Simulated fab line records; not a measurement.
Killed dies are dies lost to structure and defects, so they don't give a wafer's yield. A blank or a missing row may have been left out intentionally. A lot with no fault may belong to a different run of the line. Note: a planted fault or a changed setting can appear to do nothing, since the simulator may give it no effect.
Matching of chambers + flow nand_harc + 4 sister chambers for NHARC_P_CONTACT_STRIP_28 on rie_diel-05
The step strips in O2. 16 wafers are shown with their chamber, then 8 later ones without.

WAFERS WITH THEIR CHAMBER
| wafer  | chamber | drypump_motor_current_A (A) | oes_product_au (a.u.) | rf_vpp_V (V) |
|--------|---------|-----------------------------|-----------------------|--------------|
| L074.1 | 0       | 6.4                         | 1.012                 | 57.6         |
| L074.4 | 3       | 5.3                         | 0.999                 | 57.3         |
| L074.6 | 1       | 5.1                         | 1.007                 | 57.5         |
| L075.1 | 2       | 5.8                         | 0.993                 | 56.4         |
| L075.2 | 0       | 6.3                         | 0.999                 | 59.0         |
| L075.5 | 1       | 5.1                         | 1.005                 | 57.2         |
| L076.2 | 2       | 5.8                         | 0.995                 | 58.0         |
| L076.5 | 1       | 5.1                         | 1.008                 | 57.7         |
| L076.6 | 2       | 5.8                         | 0.996                 | 56.3         |
| L077.2 | 1       | 5.1                         | 1.004                 | 59.4         |
| L077.3 | 2       | 5.7                         | 0.992                 | 56.2         |
| L077.6 | 3       | 5.3                         | 1.014                 | 55.8         |
| L080.2 | 2       | 5.8                         | 0.986                 | 58.9         |
| L080.3 | 1       | 5.1                         | 1.002                 | 59.1         |
| L080.4 | 2       | 5.8                         | 0.979                 | 57.7         |
| L085.1 | 3       | 5.3                         | 1.007                 | 57.4         |

SIGNATURES (averages over the wafers above)
| reading                 | chamber 0 | chamber 1 | chamber 2 | chamber 3 | scatter within a chamber |
|-------------------------|-----------|-----------|-----------|-----------|--------------------------|
| drypump_motor_current_A | 6.350     | 5.100     | 5.783     | 5.300     | 0.0333                   |
| oes_product_au          | 1.00550   | 1.00520   | 0.99017   | 1.00667   | 0.00599                  |
| rf_vpp_V                | 58.300    | 58.180    | 57.250    | 56.833    | 1.03                     |
Rule: for a wafer and a chamber, the distance is found by dividing, reading by reading, the gap between the wafer's reading and the chamber's mean by the reading's scatter, squaring, summing and taking the root. If the next closest chamber is less than 2 further off than the closest, the wafer can't be placed; otherwise it belongs to the closest. The scatter: the root of (the sum of the squares of (reading less its chamber's mean) over the shown wafers, divided by (wafers less chambers)).

WAFERS MISSING THEIR CHAMBER
| wafer  | drypump_motor_current_A (A) | oes_product_au (a.u.) | rf_vpp_V (V) |
|--------|-----------------------------|-----------------------|--------------|
| L085.2 | 5.7                         | 1.009                 | 58.8         |
| L085.3 | 5.1                         | 1.007                 | 58.2         |
| L088.3 | 5.7                         | 1.000                 | 55.7         |
| L088.4 | 5.1                         | 0.998                 | 58.6         |
| L088.6 | 5.3                         | 0.992                 | 56.8         |
| L097.1 | 6.4                         | 1.012                 | 58.0         |
| L097.2 | 5.7                         | 1.008                 | 57.0         |
| L097.3 | 5.1                         | 1.008                 | 58.0         |

WHICH CHAMBER EACH ONE RAN IN
| wafer  | from the rows above | in truth |
|--------|---------------------|----------|
| L085.2 | 2                   | 2        |
| L085.3 | 1                   | 1        |
| L088.3 | 2                   | 2        |
| L088.4 | 1                   | 1        |
| L088.6 | 3                   | 3        |
| L097.1 | 0                   | 0        |
| L097.2 | 2                   | 2        |
| L097.3 | 1                   | 1        |
8 of 8 placed correctly. Not placeable from these rows: 0. Number placed wrongly: 0.
